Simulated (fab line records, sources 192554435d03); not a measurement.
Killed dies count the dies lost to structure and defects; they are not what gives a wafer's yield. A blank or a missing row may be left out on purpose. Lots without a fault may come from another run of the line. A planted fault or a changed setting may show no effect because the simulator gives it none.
Split-lot study | flow n5_finfet | 21 wafers read across 7 lots, on a route 1938 steps long

SPLIT DETAILS
At N5_HKMG_FIN_COAT_43 (resist thk 90 nm), the setting spin_rpm was moved away from the recipe's 1500 rpm on 7 of the 21 wafers read, by +3.8% to +10.9%. This setting was run at the recipe's value on the other wafers.

FROM THE SPLIT TO THE READING: what the file shows between them, 6 steps
- N5_HKMG_FIN_EBR_45
- N5_HKMG_FIN_SOFTBAKE_44: time 60 s
- N5_HKMG_FIN_EXPOSE_46: exposes mask NDIPOLE
- N5_HKMG_FIN_PEB_47: peb time 60 s
- N5_HKMG_FIN_DEVELOP_48: develop time 30 s
- N5_HKMG_FIN_DESCUM_53: chemistry O2, time 7.9 s

THE READING
CAR-ArF_of_HKMG_FIN_COAT_43.thk_nm (the simulator's own value, which no gauge read), in nm, at N5_HKMG_FIN_ETCH_54 (etches SiARC in CF4, target depth 45.5 nm, time 75.8 s). No usual value for it is given in the file. The 14 wafers here that ran the recipe average 50.9 nm, standard deviation 0.96 nm.

wafer  | tool, chamber at the split | spin_rpm as run, rpm | against the recipe | CAR-ArF_of_HKMG_FIN_COAT_43.thk_nm, nm | against lot-mates on the recipe
L075.2 | litho_track-04, 0          | 1500                 | recipe             | 50.4                                   | -
L075.3 | litho_track-04, 0          | 1500                 | recipe             | 50.6                                   | -
L075.4 | litho_track-04, 0          | 1500                 | recipe             | 50.8                                   | -
L077.4 | litho_track-01, 0          | 1500                 | recipe             | 52.4                                   | -
L077.5 | litho_track-01, 0          | 1500                 | recipe             | 52.8                                   | -
L077.6 | litho_track-01, 0          | 1500                 | recipe             | 51.2                                   | -
L079.4 | litho_track-04, 0          | 1500                 | recipe             | 50.4                                   | -
L079.5 | litho_track-04, 0          | 1500                 | recipe             | 50.4                                   | -
L079.6 | litho_track-04, 0          | 1557                 | +3.8%              | 49.2                                   | -1.2
L085.2 | litho_track-05, 0          | 1500                 | recipe             | 49                                     | -
L085.4 | litho_track-05, 0          | 1664                 | +10.9%             | 46.2                                   | -2.8
L085.6 | litho_track-05, 0          | 1664                 | +10.9%             | 44.4                                   | -4.6
L086.2 | litho_track-01, 0          | 1651                 | +10.1%             | 46.8                                   | -4.2
L086.4 | litho_track-01, 0          | 1651                 | +10.1%             | 48.4                                   | -2.6
L086.5 | litho_track-01, 0          | 1500                 | recipe             | 51                                     | -
L088.2 | litho_track-01, 0          | 1500                 | recipe             | 52.2                                   | -
L088.5 | litho_track-01, 0          | 1655                 | +10.3%             | 46.2                                   | -6.0
L088.6 | litho_track-01, 0          | 1655                 | +10.3%             | 46.4                                   | -5.8
L097.1 | litho_track-01, 0          | 1500                 | recipe             | 51                                     | -
L097.3 | litho_track-01, 0          | 1500                 | recipe             | 50.2                                   | -
L097.6 | litho_track-01, 0          | 1500                 | recipe             | 50.4                                   | -

FIT RESULTS
A straight line over all 21 wafers: CAR-ArF_of_HKMG_FIN_COAT_43.thk_nm changes by -0.436 nm for each +1% of spin_rpm; r = -0.90; the points scatter about the line by 1 nm.
The same after taking each lot's own level away (the mean of its wafers on the recipe; 21 wafers): -0.413 nm for each +1%; r = -0.93; scatter 0.82 nm.
That fit puts the effect of the largest move of spin_rpm on the reading at 4.5 nm.
Measured against the standard deviation above, the lots' own levels, which go from 49.00 to 52.20 nm, span 3.3 times it.
The two slopes are in agreement: the lot-to-lot level therefore moves the slope only a little.
Check: for one of the wafers moved furthest among these (+10.9%), held out of the fit, the line's prediction against its lot-mates is -4.88 nm. Against them it came out at -2.8 nm.

THE WHOLE CHAIN: every reading that the file lists as answering this split, in the file's order
step                   | what it does                                           | reading                                                                             | change (the file's fit)               | r (the file's)
N5_HKMG_FIN_COAT_43    | resist thk 90 nm                                       | CAR-ArF_of_HKMG_FIN_COAT_43.thk_nm (the simulator's own value, which no gauge read) | -0.438 nm for each +1% of the setting | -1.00
N5_HKMG_FIN_DEVELOP_48 | develop time 30 s                                      | CAR-ArF_of_HKMG_FIN_COAT_43.thk_nm (the simulator's own value, which no gauge read) | -0.424 nm for each +1% of the setting | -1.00
N5_HKMG_FIN_DESCUM_53  | chemistry O2, time 7.9 s                               | CAR-ArF_of_HKMG_FIN_COAT_43.thk_nm (the simulator's own value, which no gauge read) | -0.428 nm for each +1% of the setting | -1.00
N5_HKMG_FIN_ETCH_54    | etches SiARC in CF4, target depth 45.5 nm, time 75.8 s | CAR-ArF_of_HKMG_FIN_COAT_43.thk_nm (the simulator's own value, which no gauge read) | -0.41 nm for each +1% of the setting  | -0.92

FILE'S OWN FIT
CAR-ArF_of_HKMG_FIN_COAT_43.thk_nm changes by -0.41 nm for each +1% of spin_rpm, r = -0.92.
